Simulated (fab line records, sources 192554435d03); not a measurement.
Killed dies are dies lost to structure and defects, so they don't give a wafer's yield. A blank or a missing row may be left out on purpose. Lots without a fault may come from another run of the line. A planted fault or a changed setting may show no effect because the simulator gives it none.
Chamber matching | flow n5_finfet | N5_BEOL_M4_PRE_CLEAN_60 on cvd_co-02: 3 sister chambers
The step time 15 s. 16 wafers are shown with their chamber, then 8 later ones without.

WAFERS WITH THEIR CHAMBER
wafer  | chamber | heater_power_w (W)
L074.1 | 0       | 57
L074.5 | 1       | 82
L074.6 | 2       | 104
L077.1 | 1       | 81
L077.3 | 2       | 105
L077.6 | 2       | 104
L078.4 | 1       | 82
L078.5 | 2       | 102
L078.6 | 0       | 57
L080.3 | 1       | 84
L080.4 | 0       | 57
L080.5 | 1       | 81
L088.1 | 2       | 101
L088.3 | 1       | 80
L088.5 | 1       | 83
L093.1 | 2       | 106

SIGNATURES (means of the wafers above)
reading        | chamber 0 | chamber 1 | chamber 2 | scatter within a chamber
heater_power_w | 57.00     | 81.86     | 103.67    | 1.47
Rule: a wafer's distance from a chamber is the root of the sum, over the readings, of the square of ((its reading less the chamber's mean) divided by the reading's scatter). The wafer belongs to the nearest chamber; if the next one is less than 2 further off, it can't be placed. The scatter: the root of (the sum of the squares of (reading less its chamber's mean) over the shown wafers, divided by (wafers less chambers)).

WAFERS WITHOUT THEIR CHAMBER
wafer  | heater_power_w (W)
L093.5 | 101
L093.6 | 56
L092.2 | 58
L092.4 | 107
L092.6 | 105
L094.2 | 56
L094.3 | 84
L094.5 | 57

WHICH CHAMBER EACH WENT THROUGH
wafer  | from the rows above | in truth
L093.5 | 2                   | 2
L093.6 | 0                   | 0
L092.2 | 0                   | 0
L092.4 | 2                   | 2
L092.6 | 2                   | 2
L094.2 | 0                   | 0
L094.3 | 1                   | 1
L094.5 | 0                   | 0
Placed correctly: 8 of 8. Can't be placed from these rows: 0. Placed wrongly: 0.
